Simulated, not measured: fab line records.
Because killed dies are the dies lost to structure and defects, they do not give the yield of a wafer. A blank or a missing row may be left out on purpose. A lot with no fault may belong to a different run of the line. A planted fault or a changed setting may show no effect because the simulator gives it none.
Matching of chambers | flow n5_finfet | 4 sister chambers for N5_BEOL_M0_SAQP_ETCH_84 on rie_diel-06
The step etches SOC in N2/H2, target depth 100 nm, overetch 20 nm, time 150 s. 4 wafers are shown with their chamber, then 7 later ones without.

== WAFERS, EACH WITH ITS CHAMBER ==
wafer  | chamber | drypump_motor_current_A (A)
L076.5 | 1       | 6.6
L087.1 | 3       | 5.9
L093.3 | 0       | 5.8
L093.4 | 2       | 5.7

== WAFERS WITH NO CHAMBER GIVEN ==
wafer  | drypump_motor_current_A (A)
L093.6 | 5.8
L094.1 | 5.7
L094.4 | 5.8
L094.6 | 5.8
L097.2 | 5.6
L097.3 | 5.8
L097.6 | 6.6

== EACH ONE'S CHAMBER ==
wafer  | from the rows above | in truth
L093.6 | 0                   | 0
L094.1 | 2                   | 2
L094.4 | 0                   | 0
L094.6 | 0                   | 0
L097.2 | 2                   | 2
L097.3 | 0                   | 0
L097.6 | 1                   | 1
Correct placement for 7 of the 7. Left unplaced by these rows: 0. Wrongly placed: 0.
How it was worked out, from the rows above alone: a wafer's distance from a chamber is the root of the sum, over the readings, of the square of ((its reading less the chamber's mean) divided by the reading's scatter). The wafer belongs to the nearest chamber; if the next one is less than 2 further off, it can't be placed. A chamber's mean is the mean of its shown wafers. The scatter (one wafer shown for each chamber): square how far every hidden wafer sits from the nearest shown wafer, average those squares and take the square root.
